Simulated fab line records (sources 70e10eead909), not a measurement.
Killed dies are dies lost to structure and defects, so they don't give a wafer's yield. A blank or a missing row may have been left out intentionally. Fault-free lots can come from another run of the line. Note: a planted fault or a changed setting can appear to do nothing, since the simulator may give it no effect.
fab line records	flow nand-harc
record lots=5	wafers=15	last-day=33
route steps=1302 shown P_BONDPAD@365 A_START@389 A_ZERO_WELL@390 END@1302
lots untouched by any fault: they come from a run of this same line in which no faults occurred
start-h: hours from the record's first day to the start of the lot's first wafer shown	wait-h: hours elapsed since this lot's preceding step	" as in the row above	L1.1+2: a row that stands for several wafers	- either no value or no given start	* or withheld: withheld	< > ~ a bound
route shown NAME@n: names a module that has steps shown in the file, with the first one's number in the route	usual: average and standard deviation across the fault-free wafers	same: alike in all rows	chamber/n: place in a boat	sites: per-site readings	_std_site: their standard deviation	_edge_site: mean of outer sites minus mean of inner sites	radius-mm: for every site, how far away it sits from the centre of the wafer	mask NAME#n: copy n	behind: the most recent tool/chamber to have shaped the wafer	hold: cause of the lot's hold/its duration in hours/its outcome	device: transistor that didn't switch, given as n, p or np	end of line: at the end of the route, the tests of the same wafers	where a step has no rows: the recipe by itself	killed: dies lost to structure and defects at the first sort, not the wafer's yield	map: per-die view of a wafer (x killed, . not killed, _ where there is no die)
set.NAME: the setting as run; set.NAME@STEP: as run at that earlier step	model.NAME: the simulator's own value behind a step, which no gauge read
lots at selected steps of the route; one table per step, one row per wafer
services: the hour from which a tool's chamber was out of use, counted from the record's first day as start-h (under 0 if before that day), plus the number of hours and why
## steps
# step NHARC_P_BONDPAD_OVL_MEAS_38
# usual overlay-x-nm=0/7	overlay-y-nm=-2/6
lot.wafer	tool	chamber	start-h	wait-h	overlay-x-nm	overlay-y-nm
L424.1	overlay-01	-	231.29	-	5	-2
L424.2	"	-	"	"	5	-1
L424.5	"	-	"	"	5	-2
L429.3	overlay-02	-	284.55	-	-7	-7
L429.4	"	-	"	"	-6	-6
L429.5	"	-	"	"	-7	-6
L430.1	overlay-01	-	305.11	-	-12	-5
L430.3	"	-	"	"	-12	-3
L430.6	"	-	"	"	-12	-3
L431.2	overlay-01	-	308.75	-	-8	5
L431.5	"	-	"	"	-8	5
L431.6	"	-	"	"	-9	5
L436.2	overlay-01	-	361.78	-	7	0
L436.4	"	-	"	"	8	0
L436.5	"	-	"	"	8	1
# step NHARC_P_BONDPAD_HARDBAKE_10
# recipe temp-c=118	time-s=65
# step NHARC_P_BONDPAD_DESCUM_11
# recipe time-s=3	o2-flow-sccm=200	ar-flow-sccm=0	bias-power-w=0	chemistry=O2
# step NHARC_P_BONDPAD_ETCH_37
# recipe target-depth-a=600	overetch-a=180	time-s=65.91	ion-energy-ev=200	n2-flow-sccm=150	h2-flow-sccm=150	ar-flow-sccm=0	rf-w=400	bias-w=150	chemistry=N2/H2
# step NHARC_P_BONDPAD_ETCH_12
# recipe target-depth-a=2000	time-s=100	chf3-flow-sccm=50	o2-flow-sccm=10	ar-flow-sccm=200	rf-w=500	bias-w=200	chemistry=CHF3/O2
# usual drypump-motor-current-A=5.7/0.52	o2-flow-sccm=10.00/0.031	oes-product-au=0.933/0.022	rf-vpp-V=371.0/2.3	showerhead-plenum-p-Torr=2.42/0.094	throttle-valve-pct=20.572/0.0084
lot.wafer	tool	chamber	start-h	wait-h	drypump-motor-current-A	o2-flow-sccm	oes-product-au	rf-hours-counter-h	rf-vpp-V	showerhead-plenum-p-Torr	throttle-valve-pct
L424.1	rie-diel-10	0	-	-	6.2	9.99	0.959	8.7	374.6	2.58	20.556
L424.2	"	2	"	"	5.6	10.00	0.968	9.0	370.4	2.37	20.576
L424.5	"	0	"	"	6.3	10.01	0.951	-	373.9	2.58	20.570
L429.3	rie-diel-12	2	-	-	5.5	9.98	0.949	0.1	368.1	2.32	20.571
L429.4	"	3	"	"	6.7	10.02	0.984	0.2	369.9	2.36	20.572
L429.5	"	1	"	"	6.0	10.00	0.965	-	370.8	2.48	20.563
L430.1	rie-diel-05	1	-	-	5.3	9.99	0.912	4.3	367.8	2.24	20.580
L430.3	"	2	"	"	6.3	10.01	0.925	4.7	370.5	2.42	20.556
L430.6	"	0	"	"	5.6	10.08	0.900	-	369.6	2.33	20.583
L431.2	rie-diel-10	1	-	-	4.9	9.99	0.921	2.1	372.7	2.52	20.581
L431.5	"	1	"	"	4.9	9.97	0.928	-	373.8	2.53	20.575
L431.6	"	2	"	"	5.6	9.97	0.930	-	370.0	2.37	20.582
L436.4	rie-diel-12	2	-	-	5.5	10.00	0.911	2.6	369.8	2.32	20.581
L436.2	"	3	"	"	6.7	9.97	0.920	2.7	370.8	2.35	20.576
L436.5	"	1	"	"	6.0	9.95	0.916	-	372.8	2.47	20.583
# step NHARC_P_BONDPAD_CD_MEAS_13
# usual cd-nm=498.8/1.5
lot.wafer	tool	chamber	start-h	wait-h	cd-nm
L424.1	cd-sem-03	-	231.72	-	499.2
L424.2	"	-	"	"	500.1
L424.5	"	-	"	"	496.1
L429.3	cd-sem-03	-	284.99	-	499.8
L429.4	"	-	"	"	499.2
L429.5	"	-	"	"	497.0
L430.1	cd-sem-03	-	305.55	-	500.7
L430.3	"	-	"	"	498.1
L430.6	"	-	"	"	502.3
L431.2	cd-sem-01	-	309.19	-	499.0
L431.5	"	-	"	"	499.2
L431.6	"	-	"	"	498.1
L436.2	cd-sem-02	-	362.22	-	499.1
L436.4	"	-	"	"	501.6
L436.5	"	-	"	"	499.2
# step NHARC_P_BONDPAD_STRIP_15
# recipe o2-flow-sccm=500	ar-flow-sccm=0	bias-w=0	chemistry=O2
# usual drypump-motor-current-A=5.7/0.53	o2-flow-sccm=500.0/1.4	oes-product-au=0.998/0.01	rf-vpp-V=57.7/0.86	showerhead-plenum-p-Torr=3.53/0.14	throttle-valve-pct=17.037/0.009
lot.wafer	tool	chamber	start-h	wait-h	drypump-motor-current-A	o2-flow-sccm	oes-product-au	rf-hours-counter-h	rf-vpp-V	showerhead-plenum-p-Torr	throttle-valve-pct
L424.1	rie-diel-12	3	231.81	0.1	6.7	498.3	1.011	4.6	56.7	3.46	17.034
L424.2	"	1	"	"	6.0	499.5	0.995	4.2	58.2	3.63	17.022
L424.5	"	3	"	"	6.7	499.5	1.008	-	57.5	3.46	17.036
L429.3	rie-diel-12	1	285.07	0.1	6.0	501.1	0.990	0.1	58.1	3.63	17.023
L429.4	"	3	"	"	6.7	498.1	1.002	0.2	58.7	3.46	17.030
L429.5	"	1	"	"	6.0	501.0	0.999	-	57.0	3.63	17.042
L430.3	rie-diel-05	3	305.64	0.1	5.0	499.2	0.991	5.5	59.3	3.71	17.040
L430.1	"	1	"	"	5.3	499.0	0.989	4.3	57.0	3.30	17.032
L430.6	"	2	"	"	6.3	499.6	1.004	-	57.7	3.55	17.039
L431.2	rie-diel-12	2	309.29	0.1	5.5	498.8	1.000	1.0	57.7	3.41	17.051
L431.5	"	2	"	"	5.5	501.5	0.995	-	57.4	3.41	17.029
L431.6	"	3	"	"	6.7	500.8	1.001	-	57.8	3.46	17.019
L436.2	rie-diel-05	0	362.31	0.1	5.6	500.7	0.984	8.7	57.1	3.43	17.039
L436.4	"	1	"	"	5.4	501.0	0.993	6.7	57.6	3.30	17.042
L436.5	"	0	"	"	5.6	499.3	0.990	-	58.2	3.43	17.031
# step NHARC_P_BONDPAD_ETCH_24
# recipe target-depth-a=300	over-etch-frac=0.3	time-s=72.99	ion-energy-ev=150	cf4-flow-sccm=50	n2-flow-sccm=100	ar-flow-sccm=150	rf-w=300	bias-w=100	chemistry=CF4/N2
# step NHARC_P_BONDPAD_STRIP_16
# recipe time-s=600	temp-c=30	chemistry=post-etch-residue-remover
# step NHARC_P_BONDPAD_DEGAS_25
# recipe temp-c=300	time-s=60
# step NHARC_P_BONDPAD_PRE_CLEAN_26
# recipe time-s=30	temp-c=280	gas=H2/He
# usual heater-power-w=393/21
lot.wafer	tool	chamber	start-h	wait-h	heater-power-w
L424.1	pvd-sputter-03	-	-	-	367
L424.2	"	-	"	"	420
L424.5	"	-	"	"	412
L429.3	pvd-sputter-01	-	-	-	379
L429.4	"	-	"	"	336
L429.5	"	-	"	"	373
L430.1	pvd-sputter-03	-	-	-	368
L430.3	"	-	"	"	412
L430.6	"	-	"	"	366
L431.2	pvd-sputter-02	-	-	-	398
L431.5	"	-	"	"	396
L431.6	"	-	"	"	404
L436.2	pvd-sputter-02	-	-	-	387
L436.4	"	-	"	"	414
L436.5	"	-	"	"	392
# step NHARC_P_BONDPAD_PVD_17
# recipe target-thk-a=50	bias-v=168.6	power-w=15000	chamber-pressure-pa=0.12	time-s=8.06	substrate-temp-c=50	material=TaN
# step NHARC_P_BONDPAD_PVD_27
# recipe target-thk-a=300	chamber-pressure-pa=5	power-w=5000	substrate-temp-c=30	time-s=20.49	material=Cu
# usual throttle-valve-pct=29.9/1
lot.wafer	tool	chamber	start-h	wait-h	throttle-valve-pct
L424.2	pvd-sputter-03	-	232.59	-	30.3
L424.1	"	-	"	"	30.0
L424.5	"	-	"	"	28.5
L429.3	pvd-sputter-01	-	285.83	-	32.1
L429.4	"	-	"	"	29.2
L429.5	"	-	"	"	32.1
L430.3	pvd-sputter-03	-	306.40	-	29.9
L430.1	"	-	"	"	29.9
L430.6	"	-	"	"	29.9
L431.2	pvd-sputter-02	-	310.08	-	30.8
L431.5	"	-	"	"	30.3
L431.6	"	-	"	"	31.2
L436.2	pvd-sputter-02	-	363.08	-	29.5
L436.4	"	-	"	"	29.9
L436.5	"	-	"	"	29.4
# step NHARC_P_BONDPAD_ECD_18
# recipe target-thk-a=4000	bath-temp-c=25	material=Cu
# step NHARC_P_BONDPAD_ANNEAL_28
# recipe temp-c=225	time-s=90
# step NHARC_P_BONDPAD_CMP_19
# recipe t-overpolish-s=30	cu-recess-touch-s=16	target-thk-nm=160.81
# step NHARC_P_BONDPAD_SRD_21
# recipe time-s=30	temp-c=23	dry-time-s=20	spin-rpm=1500
# step NHARC_P_BONDPAD_INSPECT_23
# usual raw-defect-count=328/120
lot.wafer	tool	chamber	start-h	wait-h	raw-defect-count
L424.1	defect-inspect-01	-	233.96	0.0	263
L424.2	"	-	"	"	182
L424.5	"	-	"	"	227
L429.3	defect-inspect-02	-	287.22	0.0	306
L429.4	"	-	"	"	254
L429.5	"	-	"	"	439
L430.1	defect-inspect-02	-	307.82	0.0	280
L430.3	"	-	"	"	227
L430.6	"	-	"	"	385
L431.2	defect-inspect-02	-	311.49	0.0	336
L431.5	"	-	"	"	332
L431.6	"	-	"	"	490
L436.2	defect-inspect-02	-	364.47	0.0	263
L436.4	"	-	"	"	328
L436.5	"	-	"	"	288
# step NHARC_P_BONDPAD_ACTIVATE_29
# recipe time-s=60	n2-flow-sccm=200	ar-flow-sccm=0	bias-power-w=0	chemistry=N2
# usual drypump-motor-current-A=5.7/0.53	n2-flow-sccm=199.9/0.6	oes-product-au=0.998/0.01	rf-vpp-V=64.1/0.87	showerhead-plenum-p-Torr=1.78/0.076
lot.wafer	tool	chamber	start-h	wait-h	drypump-motor-current-A	n2-flow-sccm	oes-product-au	rf-hours-counter-h	rf-vpp-V	showerhead-plenum-p-Torr
L424.1	rie-diel-10	1	234.05	0.1	5.0	199.9	0.995	8.0	63.9	1.86
L424.2	"	2	"	"	5.6	199.0	0.985	9.1	63.4	1.74
L424.5	"	3	"	"	6.1	200.7	0.984	-	64.7	1.69
L429.3	rie-diel-10	1	287.29	0.1	4.9	199.8	1.004	1.2	64.3	1.86
L429.4	"	3	"	"	6.1	199.7	0.990	2.9	64.2	1.69
L429.5	"	0	"	"	6.2	199.5	1.015	-	64.8	1.90
L430.1	rie-diel-05	2	307.88	0.1	6.3	200.2	1.000	4.8	65.3	1.78
L430.3	"	0	"	"	5.6	199.6	0.981	5.1	63.6	1.71
L430.6	"	2	"	"	6.3	199.5	0.995	-	63.2	1.78
L431.2	rie-diel-05	0	311.56	0.1	5.6	199.8	0.976	5.3	64.4	1.71
L431.5	"	3	"	"	5.0	199.1	0.994	-	64.3	1.87
L431.6	"	0	"	"	5.6	199.1	0.967	-	63.2	1.71
L436.2	rie-diel-10	1	364.53	0.1	5.0	200.7	1.004	4.7	64.9	1.86
L436.4	"	0	"	"	6.2	200.3	1.017	5.9	64.9	1.90
L436.5	"	1	"	"	5.0	200.0	0.997	-	65.4	1.86
# step NHARC_P_BONDPAD_PRECLEAN_30
# recipe time-s=300	temp-c=23	chemistry=DIW
# step NHARC_P_BONDPAD_SRD_31
# recipe time-s=30	temp-c=23	dry-time-s=20	spin-rpm=1500
# step NHARC_A_START_INSPECT_01
# usual raw-defect-count=3.6/1.9
lot.wafer	tool	chamber	start-h	wait-h	raw-defect-count
L424.1	defect-inspect-02	-	234.43	-	6
L424.2	"	-	"	"	5
L429.3	defect-inspect-01	-	287.68	-	4
L429.4	"	-	"	"	5
L429.5	"	-	"	"	4
L430.1	defect-inspect-02	-	308.28	-	3
L430.3	"	-	"	"	6
L430.6	"	-	"	"	4
L431.2	defect-inspect-01	-	311.97	-	4
L431.5	"	-	"	"	1
L431.6	"	-	"	"	3
L436.2	defect-inspect-02	-	364.94	-	1
L436.4	"	-	"	"	5
L436.5	"	-	"	"	3
# step NHARC_A_ZERO_WELL_PRECLEAN_00
# recipe time-s=600	temp-c=120	chemistry=SPM
# step NHARC_A_ZERO_WELL_SRD_01
# step NHARC_A_ZERO_WELL_DEHYDRATE_02
# recipe temp-c=150	time-s=120
# step NHARC_A_ZERO_WELL_HMDS_03
# recipe time-s=30
# step NHARC_A_ZERO_WELL_COAT_18
# recipe temp-c=200	time-s=65
# step NHARC_A_ZERO_WELL_COAT_04
# recipe spin-rpm=2000	resist-thk-nm=600
# step NHARC_A_ZERO_WELL_SOFTBAKE_05
# recipe temp-c=125	time-s=70
# step NHARC_A_ZERO_WELL_EBR_06
# step NHARC_A_ZERO_WELL_EXPOSE_07
# recipe na=0.55	dose-mj=33.85	mask-id=A_ZERO
# step NHARC_A_ZERO_WELL_PEB_08
# recipe peb-temp-c=128	peb-time-s=80
# step NHARC_A_ZERO_WELL_DEVELOP_09
# recipe time-s=50	dev-temp-c=22
# step NHARC_A_ZERO_WELL_CD_MEAS_10
# recipe target-cd-nm=2000	landing-energy-ev=500
# usual cd-nm=1999.7/1.7
lot.wafer	tool	chamber	start-h	wait-h	cd-nm
L424.1	cd-sem-03	0	235.27	-	2001.7
L424.2	"	0	"	"	2001.0
L429.3	cd-sem-02	0	288.52	-	2000.9
L429.4	"	0	"	"	2001.0
L429.5	"	0	"	"	2002.7
L430.1	cd-sem-03	0	309.13	-	1998.2
L430.3	"	0	"	"	1997.4
L430.6	"	0	"	"	1996.6
L431.2	cd-sem-02	0	312.81	-	1999.3
L431.5	"	0	"	"	1996.8
L431.6	"	0	"	"	1995.4
L436.2	cd-sem-01	0	365.66	-	1997.5
L436.4	"	0	"	"	1999.4
L436.5	"	0	"	"	2001.5
# step NHARC_A_ZERO_WELL_HARDBAKE_11
# recipe temp-c=118	time-s=65
# step NHARC_A_ZERO_WELL_DESCUM_12
# recipe time-s=3	o2-flow-sccm=200	ar-flow-sccm=0	bias-power-w=0	chemistry=O2
# step NHARC_A_ZERO_WELL_ETCH_19
# recipe target-depth-a=800	overetch-a=240	time-s=87.88	ion-energy-ev=200	n2-flow-sccm=150	h2-flow-sccm=150	ar-flow-sccm=0	rf-w=400	bias-w=150	chemistry=N2/H2
# usual drypump-motor-current-A=5.6/0.39	n2-flow-sccm=150.0/0.41	oes-product-au=0.999/0.0079	rf-vpp-V=432.3/2.9	showerhead-plenum-p-Torr=2.11/0.1	throttle-valve-pct=14.171/0.0094
lot.wafer	tool	chamber	start-h	wait-h	drypump-motor-current-A	n2-flow-sccm	oes-product-au	rf-hours-counter-h	rf-vpp-V	showerhead-plenum-p-Torr	throttle-valve-pct
L424.1	rie-diel-09	0	235.51	0.1	5.3	149.3	1.007	17	426.6	1.91	14.168
L424.2	"	3	"	"	6.0	149.7	1.004	18	435.3	2.19	14.173
L429.4	rie-diel-04	2	288.77	0.1	5.8	149.3	1.014	2	434.3	2.14	14.181
L429.3	"	3	"	"	5.4	149.7	1.005	2	435.3	2.19	14.178
L429.5	"	0	"	"	6.2	149.9	0.993	-	434.4	2.20	14.171
L430.3	rie-diel-09	1	309.38	0.1	5.4	149.3	0.995	30	431.5	2.08	14.160
L430.1	"	3	"	"	6.0	149.8	0.993	29	435.3	2.18	14.178
L430.6	"	0	"	"	5.3	150.1	1.006	-	425.2	1.90	14.178
L431.2	rie-diel-04	3	313.07	0.1	5.4	150.5	1.001	3	435.1	2.19	14.184
L431.5	"	1	"	"	5.3	150.5	0.988	-	430.5	2.08	14.154
L431.6	"	2	"	"	5.8	150.0	1.008	-	431.8	2.14	14.175
L436.2	rie-diel-09	1	365.89	0.1	5.4	150.3	0.994	6	430.9	2.08	14.146
L436.4	"	2	"	"	5.1	149.6	0.989	6	427.0	1.89	14.183
L436.5	"	1	"	"	5.4	150.3	1.003	-	432.9	2.08	14.189
# step NHARC_A_ZERO_WELL_ETCH_13
# recipe target-depth-a=1200	time-s=40.1	hbr-flow-sccm=150	cl2-flow-sccm=50	rf-w=400	icp-w=400	bias-w=100	chemistry=HBr/Cl2
# step NHARC_A_ZERO_WELL_STRIP_14
# recipe time-s=900	temp-c=130	chemistry=SPM
# step NHARC_END_SORT_01
# recipe temp-c=25
# usual defect-limited-yield=91.4/2.5	killed-at-array=54/17	killed-at-other=1.0/1.4	killed-at-periphery=3.6/2.1	killed-dies=58/17	killed-open=3.2/2	killed-short=2.5/1.5
# same gross-dies=677
lot.wafer	tool	chamber	start-h	wait-h	hold	defect-limited-yield[%]	killed-at-array	killed-at-other	killed-at-periphery	killed-dies	killed-open	killed-short
L424.1	prober-01	0	654.56	2.5	await-dispo/2.3h/release	90.7	59	2	2	63	2	2
L424.2	prober-01	0	655.36	2.8	await-dispo/2.3h/release	93.5	39	3	2	44	2	2
L424.5	prober-01	0	657.75	3.7	await-dispo/2.3h/release	0	30	3	644	677	0	5
L429.3	prober-01	0	712.51	3.1	-	88.5	72	1	5	78	7	0
L429.4	prober-01	0	713.31	3.4	-	90.3	57	0	9	66	9	4
L429.5	prober-01	0	714.11	3.7	-	91.1	52	0	8	60	6	3
L430.1	prober-01	0	722.22	2.5	-	91.9	50	0	5	55	1	0
L430.3	prober-01	0	723.84	3.1	-	95.0	30	0	4	34	3	2
L430.6	prober-01	0	726.28	4.1	-	91.9	52	0	3	55	2	4
L431.2	prober-02	0	722.94	2.8	-	89.4	67	0	5	72	3	0
L431.5	prober-02	0	725.31	3.7	-	88.6	72	0	5	77	2	4
L431.6	prober-02	0	726.11	4.0	-	90.3	62	1	3	66	1	0
# killed by level:class
L424.1 A_CHANNEL_HOLE_D1:chamber-film-flake=36 A_CHANNEL_HOLE_D2:chamber-film-flake=15 A_CONTACT:chamber-film-flake=4 THIN_TSV:chamber-film-flake=2 P_GATE:geometric-particle:open=1 A_ONON_D1:geometric-particle:short=1 A_CHANNEL_FILL_D1:geometric-particle:open=1 A_CHANNEL_FILL_D1:geometric-particle:short=1
L424.2 A_CHANNEL_HOLE_D2:chamber-film-flake=18 A_CHANNEL_HOLE_D1:chamber-film-flake=11 A_CONTACT:chamber-film-flake=3 THIN_TSV:chamber-film-flake=3 A_SLIT:chamber-film-flake=2 A_STAIRCASE:chamber-film-flake=2 P_M0:geometric-particle:short=1 A_SGD_CUT:geometric-particle:open=1
L424.5 P_BONDPAD:area-pvd=642 A_CHANNEL_HOLE_D1:chamber-film-flake=14 A_CHANNEL_HOLE_D2:chamber-film-flake=8 A_WL_FILL:geometric-particle:short=3 THIN_TSV:chamber-film-flake=3 P_CONTACT:geometric-particle:short=1 A_CHANNEL_FILL_D1:geometric-particle:short=1 P_CONTACT:chamber-film-flake=1
L429.3 A_CHANNEL_HOLE_D1:chamber-film-flake=31 A_CHANNEL_HOLE_D2:chamber-film-flake=23 A_STAIRCASE:chamber-film-flake=8 P_GATE:chamber-film-flake=3 A_CONTACT:chamber-film-flake=3 A_WL_FILL:geometric-particle:open=2 P_M0:geometric-particle:open=1 A_CHANNEL_HOLE_D2:geometric-particle:open=1
L429.4 A_CHANNEL_HOLE_D2:chamber-film-flake=25 A_CHANNEL_HOLE_D1:chamber-film-flake=10 A_STAIRCASE:chamber-film-flake=9 P_CONTACT:geometric-particle:open=4 P_BONDPAD:chamber-film-flake=2 A_CONTACT:chamber-film-flake=2 P_M0:geometric-particle:short=1 A_CHANNEL_HOLE_D1:geometric-particle:short=1
L429.5 A_CHANNEL_HOLE_D2:chamber-film-flake=24 A_CHANNEL_HOLE_D1:chamber-film-flake=11 A_STAIRCASE:chamber-film-flake=8 P_M0:geometric-particle:open=3 P_BONDPAD:chamber-film-flake=3 A_CONTACT:chamber-film-flake=3 A_SOURCE_PLATE:geometric-particle:open=1 A_CHANNEL_HOLE_D2:geometric-particle:open=1
L430.1 A_CHANNEL_HOLE_D1:chamber-film-flake=36 A_CONTACT:chamber-film-flake=7 P_M1:chamber-film-flake=5 A_SLIT:chamber-film-flake=3 A_STAIRCASE:chamber-film-flake=2 A_M0:geometric-particle:open=1 A_CHANNEL_FILL_D1:chamber-film-flake=1
L431.2 A_SLIT:chamber-film-flake=28 A_CHANNEL_HOLE_D2:chamber-film-flake=17 A_CHANNEL_HOLE_D1:chamber-film-flake=14 P_STI:chamber-film-flake=2 A_ZERO_WELL:chamber-film-flake=2 A_STAIRCASE:chamber-film-flake=2 A_CHANNEL_FILL_D1:geometric-particle:open=1 A_ONON_D2:geometric-particle:open=1
L430.3 A_CHANNEL_HOLE_D1:chamber-film-flake=10 A_CONTACT:chamber-film-flake=5 P_M1:chamber-film-flake=4 A_SLIT:chamber-film-flake=4 A_STAIRCASE:chamber-film-flake=3 A_ONON_D2:geometric-particle:open=2 A_ONON_D1:geometric-particle:short=1 A_CHANNEL_HOLE_D1:geometric-particle:short=1
L431.5 A_SLIT:chamber-film-flake=28 A_CHANNEL_HOLE_D2:chamber-film-flake=23 A_CHANNEL_HOLE_D1:chamber-film-flake=9 A_CHANNEL_FILL_D1:chamber-film-flake=3 A_CONTACT:chamber-film-flake=2 P_M0:geometric-particle:open=1 A_CHANNEL_FILL_D1:geometric-particle:open=1 A_DECK1_JOINT:geometric-particle:short=1
L431.6 A_SLIT:chamber-film-flake=28 A_CHANNEL_HOLE_D2:chamber-film-flake=22 A_CHANNEL_HOLE_D1:chamber-film-flake=5 P_M1:chamber-film-flake=3 A_CHANNEL_FILL_D1:chamber-film-flake=2 A_STAIRCASE:chamber-film-flake=2 A_CONTACT:chamber-film-flake=2 STARTING-WAFER:geometric-particle:open=1
L430.6 A_CHANNEL_HOLE_D1:chamber-film-flake=34 A_CONTACT:chamber-film-flake=8 A_M0:geometric-particle:short=3 A_SLIT:chamber-film-flake=3 P_M1:chamber-film-flake=2 A_ONON_D1:geometric-particle:short=1 A_ONON_D1:geometric-particle:open=1 A_BLC:geometric-particle:open=1
# map L424.5 (x killed, . not)
____________x____________
_________xxxxxxx_________
_______xxxxxxxxxxx_______
______xxxxxxxxxxxxx______
_____xxxxxxxxxxxxxxx_____
____xxxxxxxxxxxxxxxxx____
____xxxxxxxxxxxxxxxxx____
___xxxxxxxxxxxxxxxxxxx___
___xxxxxxxxxxxxxxxxxxx___
__xxxxxxxxxxxxxxxxxxxxx__
__xxxxxxxxxxxxxxxxxxxxx__
_xxxxxxxxxxxxxxxxxxxxxxx_
_xxxxxxxxxxxxxxxxxxxxxxx_
_xxxxxxxxxxxxxxxxxxxxxxx_
_xxxxxxxxxxxxxxxxxxxxxxx_
_xxxxxxxxxxxxxxxxxxxxxxx_
xxxxxxxxxxxxxxxxxxxxxxxxx
xxxxxxxxxxxxxxxxxxxxxxxxx
xxxxxxxxxxxxxxxxxxxxxxxxx
xxxxxxxxxxxxxxxxxxxxxxxxx
xxxxxxxxxxxxxxxxxxxxxxxxx
_xxxxxxxxxxxxxxxxxxxxxxx_
_xxxxxxxxxxxxxxxxxxxxxxx_
_xxxxxxxxxxxxxxxxxxxxxxx_
_xxxxxxxxxxxxxxxxxxxxxxx_
_xxxxxxxxxxxxxxxxxxxxxxx_
__xxxxxxxxxxxxxxxxxxxxx__
__xxxxxxxxxxxxxxxxxxxxx__
___xxxxxxxxxxxxxxxxxxx___
___xxxxxxxxxxxxxxxxxxx___
____xxxxxxxxxxxxxxxxx____
____xxxxxxxxxxxxxxxxx____
_____xxxxxxxxxxxxxxx_____
______xxxxxxxxxxxxx______
_______xxxxxxxxxxx_______
_________xxxxxxx_________
____________x____________
# map L430.1 (x killed, . not)
____________.____________
_________......._________
_______..........._______
______.............______
_____..............._____
____.................____
____.................____
___..x................___
___...................___
__.........x...........__
__....x................__
_x............x........._
_x...x.................._
_x..xx.................._
_xxxx..................._
_x.xx.x................._
xxxxxx.x.................
xxxxx.x..................
x...x.x................x.
..xxx........x...........
.x.xxx...................
_......................._
_...x..................._
_x......................_
_...x..................._
_x.x..x................._
__.....................__
__....x................__
___....x..............___
___...................___
____.................____
____.................____
_____x.....x........_____
______...x.........______
_______..........._______
_________...x..._________
____________.____________
## services
tool	chamber	start-h	hours	kind
pvd-sputter-01	-	226.87	10.0	pm
rie-diel-05	0	228.13	5.4	repair
rie-diel-05	-	229.80	9.0	pm
pvd-sputter-01	-	239.13	5.3	repair
rie-diel-10	-	242.50	9.0	pm
rie-diel-04	2	243.52	17.9	repair
rie-diel-10	1	261.71	13.3	repair
rie-diel-12	2	267.40	1.3	repair
rie-diel-04	2	267.98	3.5	repair
rie-diel-12	-	268.40	9.0	pm
rie-diel-12	1	278.68	3.4	repair
rie-diel-12	1	291.57	20.1	repair
rie-diel-09	2	293.32	3.6	repair
rie-diel-09	0	294.86	1.2	repair
pvd-sputter-02	-	310.29	10.0	pm
rie-diel-04	3	310.87	1.5	repair
rie-diel-09	-	320.10	9.0	pm
pvd-sputter-02	-	323.59	2.7	repair
rie-diel-09	-	341.46	0.5	repair
rie-diel-09	3	343.53	14.6	repair
pvd-sputter-02	-	343.67	7.9	repair
pvd-sputter-03	-	348.00	10.0	pm
pvd-sputter-03	-	359.43	1.9	repair
pvd-sputter-02	-	359.87	1.9	repair
## key
first-sign step=NHARC_END_SORT_01	reading=killed-at-periphery	direction=up	sigmas=99+	usual=3.6	struck=644
effect step=NHARC_END_SORT_01	reading=defect-limited-yield	direction=down	sigmas=36	usual=91.4	struck=0
more-kills-born-at NHARC_P_BONDPAD_PVD_27@pvd-sputter-03=642
met-at NHARC_P_BONDPAD_PVD_27
struck-wafers L424.5
later-rows-left-out L424.5
fault kind=process-parameter-drift	tool=pvd-sputter-03	chamber=-	onset-h=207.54	steps=NHARC_P_BONDPAD_PVD_27	channel=target-thk-a	offset=*	shape=step	end-h=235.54	acts-in=*	stated=*	scope=struck-wafers-only
# later-rows-left-out: the simulator's readings of these wafers behind a module that went badly wrong aren't trusted and aren't shown, but for the sort
